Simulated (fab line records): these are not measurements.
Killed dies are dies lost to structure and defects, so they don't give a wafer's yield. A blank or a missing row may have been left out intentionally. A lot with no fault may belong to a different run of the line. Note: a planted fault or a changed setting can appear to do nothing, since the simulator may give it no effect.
fab line records + flow nandHarc
record:
- lots: 13
- wafers: 39
- lastDay: 24
route steps=1159 shown P_STI@87 P_GATE@119
lots with no fault: from the same line, run without faults
startH: hours from the record's opening day to when the first of the lot's shown wafers began + waitH: hours from the lot's prior step to this one + " as in the row above + L1.1+2: several wafers, shown together as one row + - either no value or no given start + * or withheld: withheld + < > ~ a bound
route shown NAME@n: a module of which the file shows steps, and the number in the route of the first + usual: the fault-free wafers' mean and standard deviation + same: alike in all rows + chamber/n: place in a boat + sites: each site's reading + _std_site: the standard deviation of these + _edge_site: the outer-site mean with the inner-site mean subtracted + radiusMm: how far each site lies from the wafer's centre + mask NAME#n: copy n + behind: the most recent tool/chamber to have shaped the wafer + hold: the reason the lot was held/the length of the hold in hours/how it ended + device: the transistor (n, p or np) that didn't switch + end of line: at the end of the route, the tests of the same wafers + for a step that has no rows: nothing shown but its recipe + killed: dies that structure and defects cost at the first sort, which is not the same as the wafer's yield + map: a wafer's dies, x killed, . not, _ none there
set.NAME: setting as actually run; set.NAME@STEP: the setting as run at that earlier step + model.NAME: the simulator's own value behind a step, which no gauge read
the route's steps for a sample of lots (tables are steps, rows are wafers)
services: from which hour (startH, from the record's first day; less than 0 if before it) a tool's chamber was out of use, for how many hours, and why
== steps ==
step: NHARC_P_STI_DESCUM_14
recipe:
- timeS: 3
- o2FlowSccm: 200
- arFlowSccm: 0
- biasPowerW: 0
- chemistry: O2
usual:
- drypumpMotorCurrentA: 5.6/0.35
- mfcArSccm: 0.011/0.016
- oesProductAu: 1.002/0.011
- rfVppV: 57.8/0.85
- showerheadPlenumPTorr: 1.93/0.087
- throttleValvePct: 11.311/0.0094
| lot.wafer | tool       | chamber | startH | waitH | drypumpMotorCurrentA | mfcArSccm | oesProductAu | rfHoursCounterH | rfVppV | showerheadPlenumPTorr | throttleValvePct |
|-----------|------------|---------|--------|-------|----------------------|-----------|--------------|-----------------|--------|-----------------------|------------------|
| L710.3    | rieDiel-12 | 1       | 35.32  | -     | 6.1                  | 0.041     | 1.009        | 0.1             | 57.8   | 1.85                  | 11.314           |
| L710.1    | "          | 0       | "      | "     | 6.4                  | 0         | 1.024        | 0.1             | 57.2   | 2.05                  | 11.304           |
| L710.5    | "          | 1       | "      | "     | 6.1                  | 0.041     | 1.005        | -               | 57.0   | 1.85                  | 11.313           |
| L711.4    | rieDiel-10 | 2       | 41.01  | -     | 5.6                  | 0.002     | 0.998        | 1.3             | 59.2   | 1.79                  | 11.319           |
| L711.1    | "          | 1       | "      | "     | 5.2                  | 0         | 1.006        | 1.3             | 57.1   | 1.83                  | 11.306           |
| L711.6    | "          | 2       | "      | "     | 5.6                  | 0.002     | 1.001        | -               | 59.4   | 1.79                  | 11.299           |
| L713.3    | rieDiel-10 | 0       | 53.08  | -     | 5.9                  | 0.041     | 1.009        | 1.5             | 58.6   | 1.93                  | 11.311           |
| L713.4    | "          | 2       | "      | "     | 5.6                  | 0.002     | 1.003        | 1.8             | 57.2   | 1.79                  | 11.294           |
| L713.6    | "          | 0       | "      | "     | 5.9                  | 0.041     | 1.006        | -               | 58.0   | 1.93                  | 11.300           |
| L714.2    | rieDiel-12 | 3       | 60.85  | -     | 5.4                  | 0         | 0.991        | 0.6             | 57.9   | 2.03                  | 11.312           |
| L714.3    | "          | 2       | "      | "     | 5.4                  | 0         | 0.986        | 0.7             | 57.8   | 1.92                  | 11.297           |
| L714.6    | "          | 3       | "      | "     | 5.4                  | 0         | 0.989        | -               | 58.2   | 2.03                  | 11.315           |
| L715.2    | rieDiel-12 | 2       | 65.44  | -     | 5.4                  | 0         | 0.986        | 0.9             | 58.1   | 1.92                  | 11.326           |
| L715.3    | "          | 3       | "      | "     | 5.4                  | 0         | 0.989        | 0.8             | 59.1   | 2.03                  | 11.324           |
| L715.6    | "          | 1       | "      | "     | 6.1                  | 0.041     | 0.996        | -               | 56.5   | 1.85                  | 11.321           |
| L716.1    | rieDiel-12 | 2       | 74.72  | -     | 5.4                  | 0         | 0.980        | 1.1             | 58.4   | 1.92                  | 11.317           |
| L716.3    | "          | 0       | "      | "     | 6.4                  | 0         | 1.022        | 1.1             | 57.6   | 2.05                  | 11.305           |
| L716.5    | "          | 3       | "      | "     | 5.4                  | 0         | 0.987        | -               | 57.4   | 2.03                  | 11.304           |
| L717.3    | rieDiel-06 | 0       | 74.88  | -     | 5.5                  | 0.015     | 0.980        | 0.1             | 58.8   | 1.97                  | 11.328           |
| L717.2    | "          | 2       | "      | "     | 5.2                  | 0.017     | 1.019        | 0.1             | 57.7   | 2.01                  | 11.317           |
| L717.4    | "          | 0       | "      | "     | 5.5                  | 0.015     | 0.978        | -               | 56.2   | 1.97                  | 11.299           |
| L719.1    | rieDiel-12 | 1       | 89.24  | -     | 6.1                  | 0.041     | 1.007        | 1.6             | 58.7   | 1.85                  | 11.287           |
| L719.6    | "          | 0       | "      | "     | 6.4                  | 0         | 1.013        | -               | 58.3   | 2.05                  | 11.301           |
| L719.5    | "          | 1       | "      | "     | 6.1                  | 0.041     | 0.993        | -               | 57.6   | 1.85                  | 11.305           |
| L720.3    | rieDiel-10 | 1       | 95.21  | -     | 5.2                  | 0         | 1.011        | 3.3             | 57.3   | 1.83                  | 11.309           |
| L720.2    | "          | 2       | "      | "     | 5.6                  | 0.002     | 0.997        | 3.5             | 57.9   | 1.79                  | 11.305           |
| L720.5    | "          | 1       | "      | "     | 5.2                  | 0         | 1.000        | -               | 57.3   | 1.83                  | 11.302           |
| L722.3    | rieDiel-10 | 0       | 107.55 | -     | 5.9                  | 0.041     | 1.002        | 3.1             | 59.4   | 1.93                  | 11.316           |
| L722.5    | "          | 2       | "      | "     | 5.5                  | 0.002     | 1.004        | -               | 57.9   | 1.79                  | 11.309           |
| L722.6    | "          | 3       | "      | "     | 5.5                  | 0         | 1.004        | -               | 57.9   | 2.00                  | 11.321           |
| L723.1    | rieDiel-12 | 1       | 118.96 | -     | 6.1                  | 0.041     | 1.015        | 2.4             | 58.3   | 1.85                  | 11.295           |
| L723.2    | "          | 3       | "      | "     | 5.4                  | 0         | 1.008        | 1.7             | 57.2   | 2.02                  | 11.318           |
| L723.6    | "          | 1       | "      | "     | 6.1                  | 0.041     | 1.018        | -               | 57.8   | 1.85                  | 11.302           |
| L733.2    | rieDiel-06 | 1       | 169.68 | -     | 5.7                  | 0.032     | 0.998        | 6.4             | 56.6   | 1.88                  | 11.305           |
| L733.3    | "          | 0       | "      | "     | 5.5                  | 0.015     | 0.988        | 6.0             | 58.4   | 1.96                  | 11.322           |
| L733.6    | "          | 1       | "      | "     | 5.7                  | 0.032     | 0.995        | -               | 57.5   | 1.88                  | 11.312           |
| L732.1    | rieDiel-12 | 0       | 169.73 | -     | 6.3                  | 0         | 1.020        | 4.0             | 58.8   | 2.05                  | 11.309           |
| L732.3    | "          | 1       | "      | "     | 6.1                  | 0.041     | 1.011        | 3.0             | 57.8   | 1.85                  | 11.316           |
| L732.4    | "          | 2       | "      | "     | 5.4                  | 0         | 0.992        | 3.7             | 59.1   | 1.92                  | 11.290           |
step: NHARC_P_GATE_EXPOSE_08
recipe:
- na: 0.6
- doseMj: 16.75
- maskId: P_HV
| lot.wafer  | tool          | chamber | startH | waitH | mask    |
|------------|---------------|---------|--------|-------|---------|
| L710.1+3+5 | krfScanner-01 | 0       | 68.92  | -     | P_HV#0  |
| L711.1+4+6 | krfScanner-02 | 0       | 80.11  | -     | P_HV#0  |
| L713.3+4+6 | krfScanner-02 | 0       | 85.06  | -     | P_HV#0  |
| L714.2+3+6 | krfScanner-03 | 0       | 97.98  | -     | P_HV#0  |
| L715.2+3+6 | krfScanner-03 | 0       | 98.02  | -     | P_HV#0  |
| L717.2+3+4 | krfScanner-02 | 0       | 111.83 | -     | P_HV#0  |
| L716.1+3+5 | krfScanner-01 | 0       | 111.99 | -     | P_HV#0  |
| L719.1+5+6 | krfScanner-01 | 0       | 132.09 | -     | P_HV#0  |
| L722.3+5+6 | krfScanner-03 | 0       | 151.17 | -     | P_HV#0  |
| L720.2+3+5 | krfScanner-03 | 0       | 151.20 | -     | P_HV#0  |
| L723.1+2+6 | krfScanner-03 | 0       | 151.27 | -     | P_NSD#0 |
| L733.2+3+6 | krfScanner-03 | 0       | 206.91 | -     | P_HV#0  |
| L732.1+3+4 | krfScanner-02 | 0       | 207.07 | -     | P_HV#0  |
step: NHARC_P_GATE_CD_MEAS_11
recipe:
- targetCdNm: 1640
- landingEnergyEv: 500
usual:
- cdNm: 1638.6/2.5
| lot.wafer | tool     | chamber | startH | waitH | cdNm   |
|-----------|----------|---------|--------|-------|--------|
| L710.1    | cdSem-03 | 0       | 69.07  | -     | 1638.8 |
| L710.3    | "        | 0       | "      | "     | 1637.8 |
| L710.5    | "        | 0       | "      | "     | 1640.0 |
| L711.1    | cdSem-02 | 0       | 80.26  | -     | 1638.5 |
| L711.4    | "        | 0       | "      | "     | 1640.7 |
| L711.6    | "        | 0       | "      | "     | 1638.8 |
| L713.3    | cdSem-03 | 0       | 85.22  | -     | 1634.2 |
| L713.4    | "        | 0       | "      | "     | 1636.3 |
| L713.6    | "        | 0       | "      | "     | 1633.6 |
| L714.2    | cdSem-01 | 0       | 98.14  | -     | 1636.7 |
| L714.3    | "        | 0       | "      | "     | 1633.4 |
| L714.6    | "        | 0       | "      | "     | 1637.0 |
| L715.2    | cdSem-03 | 0       | 98.17  | -     | 1641.0 |
| L715.3    | "        | 0       | "      | "     | 1639.8 |
| L715.6    | "        | 0       | "      | "     | 1639.6 |
| L717.2    | cdSem-03 | 0       | 111.99 | -     | 1637.0 |
| L717.3    | "        | 0       | "      | "     | 1638.3 |
| L717.4    | "        | 0       | "      | "     | 1639.2 |
| L716.1    | cdSem-03 | 0       | 112.14 | -     | 1637.7 |
| L716.3    | "        | 0       | "      | "     | 1637.7 |
| L716.5    | "        | 0       | "      | "     | 1639.5 |
| L719.1    | cdSem-02 | 0       | 132.26 | -     | 1632.3 |
| L719.5    | "        | 0       | "      | "     | 1637.4 |
| L719.6    | "        | 0       | "      | "     | 1636.7 |
| L722.3    | cdSem-03 | 0       | 151.32 | -     | 1636.6 |
| L722.5    | "        | 0       | "      | "     | 1638.9 |
| L722.6    | "        | 0       | "      | "     | 1638.2 |
| L720.2    | cdSem-02 | 0       | 151.35 | -     | 1641.8 |
| L720.3    | "        | 0       | "      | "     | 1641.2 |
| L720.5    | "        | 0       | "      | "     | 1640.5 |
| L723.1    | cdSem-01 | 0       | 151.42 | -     | -      |
| L723.2    | "        | 0       | "      | "     | -      |
| L723.6    | "        | 0       | "      | "     | -      |
| L733.2    | cdSem-02 | 0       | 207.07 | -     | 1637.0 |
| L733.3    | "        | 0       | "      | "     | 1639.2 |
| L733.6    | "        | 0       | "      | "     | 1639.4 |
| L732.1    | cdSem-01 | 0       | 207.23 | -     | 1639.3 |
| L732.3    | "        | 0       | "      | "     | 1640.7 |
| L732.4    | "        | 0       | "      | "     | 1641.8 |
step: NHARC_P_GATE_DEP_103
recipe:
- targetThkA: 300
- targetThkNm: 30
- tempC: 400
- flowSccm: 200
- rfW: 350
- material: SiON
usual:
- heaterPowerW: 721/88
| lot.wafer | tool     | chamber | startH | waitH | heaterPowerW |
|-----------|----------|---------|--------|-------|--------------|
| L710.3    | pecvd-02 | 2       | 84.80  | 0.5   | 664          |
| L710.1    | "        | 0       | "      | "     | 689          |
| L710.5    | "        | 1       | "      | "     | 551          |
| L711.1    | pecvd-04 | 0       | 93.80  | 0.6   | 747          |
| L711.6    | "        | 1       | "      | "     | 803          |
| L711.4    | "        | 2       | "      | "     | 647          |
| L713.3    | pecvd-02 | 1       | 98.14  | 0.4   | 603          |
| L713.6    | "        | 0       | "      | "     | 672          |
| L713.4    | "        | 1       | "      | "     | 593          |
| L714.2    | pecvd-02 | 2       | 111.22 | 0.5   | 691          |
| L714.3    | "        | 0       | "      | "     | 737          |
| L714.6    | "        | 0       | "      | "     | 730          |
| L715.2    | pecvd-02 | 2       | 111.85 | 0.5   | 684          |
| L715.3    | "        | 0       | "      | "     | 726          |
| L715.6    | "        | 1       | "      | "     | 581          |
| L716.3    | pecvd-03 | 0       | 129.29 | 0.4   | 668          |
| L716.1    | "        | 1       | "      | "     | 727          |
| L716.5    | "        | 2       | "      | "     | 884          |
| L717.2    | pecvd-02 | 1       | 129.57 | 0.5   | 611          |
| L717.3    | "        | 2       | "      | "     | 749          |
| L717.4    | "        | 2       | "      | "     | 735          |
| L719.1    | pecvd-03 | 0       | 145.93 | 0.7   | 738          |
| L719.6    | "        | 1       | "      | "     | 707          |
| L719.5    | "        | 2       | "      | "     | 822          |
| L720.2    | pecvd-03 | 0       | 165.23 | 0.7   | 701          |
| L720.3    | "        | 1       | "      | "     | 785          |
| L720.5    | "        | 0       | "      | "     | 712          |
| L723.1    | pecvd-03 | 0       | 165.82 | 0.6   | 819          |
| L723.2    | "        | 1       | "      | "     | 771          |
| L723.6    | "        | 0       | "      | "     | 824          |
| L722.3    | pecvd-02 | 0       | 166.25 | 0.3   | 666          |
| L722.6    | "        | 0       | "      | "     | 662          |
| L722.5    | "        | 2       | "      | "     | 652          |
| L733.3    | pecvd-02 | 0       | 221.66 | 0.3   | 709          |
| L733.2    | "        | 1       | "      | "     | 528          |
| L733.6    | "        | 1       | "      | "     | 547          |
| L732.1    | pecvd-02 | 0       | 222.33 | 0.6   | 765          |
| L732.3    | "        | 1       | "      | "     | 523          |
| L732.4    | "        | 1       | "      | "     | 521          |
step: NHARC_P_GATE_ETCH_104
recipe:
- targetDepthA: 600
- timeS: withheld
- cf4FlowSccm: 100
- chf3FlowSccm: 30
- arFlowSccm: 0
- rfW: 500
- biasW: 200
- chemistry: CF4/CHF3
usual:
- drypumpMotorCurrentA: 5.8/0.36
- mfcArSccm: 0.007/0.013
- oesProductAu: 0.943/0.023
- rfVppV: 371.6/1.9
- showerheadPlenumPTorr: 1.61/0.053
- throttleValvePct: 16.803/0.0092
| lot.wafer | tool       | chamber | startH | waitH | drypumpMotorCurrentA | mfcArSccm | oesProductAu | rfVppV | showerheadPlenumPTorr | throttleValvePct |
|-----------|------------|---------|--------|-------|----------------------|-----------|--------------|--------|-----------------------|------------------|
| L710.1    | rieDiel-05 | 1       | 85.60  | 0.1   | 5.2                  | 0         | 0.974        | 371.9  | 1.62                  | 16.792           |
| L710.3    | "          | 3       | "      | "     | 5.4                  | 0         | 0.966        | 369.7  | 1.57                  | 16.799           |
| L710.5    | "          | 1       | "      | "     | 5.2                  | 0         | 0.974        | 373.1  | 1.62                  | 16.811           |
| L711.1    | rieDiel-13 | 3       | 94.81  | 0.1   | 5.6                  | 0.042     | 0.926        | 373.8  | 1.67                  | 16.808           |
| L711.4    | "          | 0       | "      | "     | 5.6                  | 0         | 0.924        | 365.9  | 1.46                  | 16.803           |
| L711.6    | "          | 2       | "      | "     | 6.0                  | 0.013     | 0.933        | 372.8  | 1.67                  | 16.801           |
| L713.3    | rieDiel-13 | 3       | 99.03  | 0.1   | 5.6                  | 0.042     | 0.935        | 374.8  | 1.67                  | 16.803           |
| L713.4    | "          | 0       | "      | "     | 5.6                  | 0         | 0.950        | 366.8  | 1.46                  | 16.790           |
| L713.6    | "          | 3       | "      | "     | 5.6                  | 0.042     | 0.949        | 373.5  | 1.67                  | 16.802           |
| L714.2    | rieDiel-07 | 3       | 112.18 | 0.2   | 5.8                  | 0         | 0.963        | 371.7  | 1.62                  | 16.821           |
| L714.3    | "          | 0       | "      | "     | 6.3                  | 0.016     | 0.948        | 370.3  | 1.57                  | 16.796           |
| L714.6    | "          | 1       | "      | "     | 6.0                  | 0.030     | 0.917        | 372.0  | 1.59                  | 16.804           |
| L715.3    | rieDiel-05 | 0       | 112.88 | 0.1   | 5.4                  | 0         | 0.924        | 373.2  | 1.61                  | 16.804           |
| L715.2    | "          | 1       | "      | "     | 5.2                  | 0         | 0.933        | 372.0  | 1.62                  | 16.796           |
| L715.6    | "          | 2       | "      | "     | 6.4                  | 0         | 0.947        | 368.2  | 1.51                  | 16.810           |
| L716.3    | rieDiel-13 | 1       | 130.26 | 0.1   | 5.6                  | 0         | 0.906        | 374.0  | 1.66                  | 16.821           |
| L716.1    | "          | 3       | "      | "     | 5.6                  | 0.042     | 0.935        | 373.7  | 1.67                  | 16.794           |
| L716.5    | "          | 1       | "      | "     | 5.6                  | 0         | 0.903        | 373.0  | 1.67                  | 16.796           |
| L717.4    | rieDiel-07 | 3       | 130.69 | 0.2   | 5.8                  | 0         | 0.983        | 372.0  | 1.62                  | 16.805           |
| L717.2    | "          | 0       | "      | "     | 6.3                  | 0.016     | 0.948        | 371.4  | 1.57                  | 16.824           |
| L717.3    | "          | 1       | "      | "     | 6.0                  | 0.030     | 0.952        | 370.6  | 1.59                  | 16.804           |
| L719.1    | rieDiel-13 | 3       | 147.01 | 0.1   | 5.6                  | 0.042     | 0.945        | 374.1  | 1.67                  | 16.792           |
| L719.5    | "          | 0       | "      | "     | 5.6                  | 0         | 0.924        | 374.7  | 1.70                  | 16.780           |
| L719.6    | "          | 1       | "      | "     | 5.6                  | 0         | 0.914        | 373.4  | 1.66                  | 16.811           |
| L720.3    | rieDiel-07 | 2       | 166.16 | 0.1   | 5.8                  | 0         | 0.926        | 369.9  | 1.59                  | 16.787           |
| L720.2    | "          | 3       | "      | "     | 5.8                  | 0         | 0.942        | 371.2  | 1.61                  | 16.800           |
| L720.5    | "          | 2       | "      | "     | 5.8                  | 0         | 0.921        | 371.1  | 1.59                  | 16.793           |
| L723.1    | rieDiel-07 | 2       | 167.09 | 0.3   | 5.9                  | 0         | 0.932        | 371.4  | 1.59                  | 16.812           |
| L723.2    | "          | 0       | "      | "     | 6.3                  | 0.016     | 0.930        | 369.6  | 1.56                  | 16.812           |
| L723.6    | "          | 2       | "      | "     | 5.8                  | 0         | 0.934        | 371.4  | 1.59                  | 16.807           |
| L722.3    | rieDiel-13 | 1       | 167.29 | 0.2   | 5.6                  | 0         | 0.930        | 374.0  | 1.66                  | 16.803           |
| L722.5    | "          | 3       | "      | "     | 5.6                  | 0.042     | 0.972        | 372.0  | 1.67                  | 16.805           |
| L722.6    | "          | 0       | "      | "     | 5.7                  | 0         | 0.959        | 373.4  | 1.69                  | 16.811           |
| L733.3    | rieDiel-07 | 1       | 222.61 | 0.1   | 6.1                  | 0.030     | 0.946        | 371.3  | 1.58                  | 16.819           |
| L733.2    | "          | 2       | "      | "     | 5.9                  | 0         | 0.962        | 370.9  | 1.58                  | 16.795           |
| L733.6    | "          | 1       | "      | "     | 6.1                  | 0.030     | 0.941        | 370.7  | 1.58                  | 16.818           |
| L732.4    | rieDiel-13 | 0       | 223.14 | 0.1   | 5.6                  | 0         | 0.912        | 376.3  | 1.69                  | 16.789           |
| L732.1    | "          | 2       | "      | "     | 6.0                  | 0.013     | 0.925        | 372.8  | 1.66                  | 16.791           |
| L732.3    | "          | 3       | "      | "     | 5.6                  | 0.042     | 0.931        | 373.4  | 1.66                  | 16.798           |
== services ==
| tool          | chamber | startH | hours | kind   |
|---------------|---------|--------|-------|--------|
| rieDiel-12    | -       | 15.23  | 1.2   | repair |
| rieDiel-12    | -       | 25.42  | 9.0   | pm     |
| krfScanner-02 | -       | 38.00  | 4.0   | pm     |
| rieDiel-07    | -       | 51.27  | 9.0   | pm     |
| rieDiel-10    | 0       | 53.55  | 4.6   | repair |
| rieDiel-10    | 1       | 56.57  | 5.7   | repair |
| rieDiel-12    | 3       | 94.92  | 20.1  | repair |
| rieDiel-13    | 0       | 96.44  | 1.2   | repair |
| rieDiel-13    | -       | 99.19  | 9.0   | pm     |
| pecvd-03      | -       | 111.00 | 13.0  | pm     |
| rieDiel-10    | 0       | 114.16 | 16.0  | repair |
| rieDiel-12    | 1       | 122.14 | 21.0  | repair |
| rieDiel-12    | -       | 138.51 | 0.4   | repair |
| pecvd-03      | 1       | 149.42 | 10.9  | repair |
| pecvd-02      | -       | 153.00 | 13.0  | pm     |
| krfScanner-03 | -       | 168.00 | 4.0   | pm     |
| rieDiel-10    | -       | 176.61 | 9.0   | pm     |
| krfScanner-02 | -       | 179.75 | 0.8   | repair |
| rieDiel-07    | 2       | 186.47 | 15.0  | repair |
| krfScanner-02 | -       | 197.76 | 1.5   | repair |
| krfScanner-03 | -       | 201.15 | 5.5   | repair |
| rieDiel-12    | -       | 202.42 | 9.0   | pm     |
| rieDiel-13    | 3       | 208.98 | 7.4   | repair |
| krfScanner-02 | -       | 210.00 | 4.0   | pm     |
== key ==
firstSign:
- step: NHARC_P_GATE_EXPOSE_08
- reading: mask
- direction: changed
effect:
- step: NHARC_P_GATE_CD_MEAS_11
- reading: cdNm
- direction: missing
metAt NHARC_P_GATE_EXPOSE_08
struckLots L723
laterRowsLeftOut L723.1,L723.2,L723.6
sortLeftOut L723.1,L723.2,L723.6
testerLeftOut L723
notActingAt NHARC_P_STI_DESCUM_14,NHARC_P_GATE_DEP_103,NHARC_P_GATE_ETCH_104
onsetBetween 151.20 151.27
fault:
- kind: wrongMask
- tool: any
- chamber: -
- onsetH: 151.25
- steps: NHARC_P_GATE_EXPOSE_08
- auxCopy: P_NSD#0
- scope: struckLotsOnly
testerLeftOut: of these lots the tester's yield and bins aren't shown, on N5 and GAA mostly nor the transistor test; their killed dies are dies lost to structure and defects alone, not to doping, threshold or leakage, so they don't give the yield
sortLeftOut: the simulated sort isn't trusted on such a fault, so these wafers' sort isn't shown, and their yield isn't known
laterRowsLeftOut: the simulator's readings of these wafers behind a module that went badly wrong aren't trusted and aren't shown, but for the sort
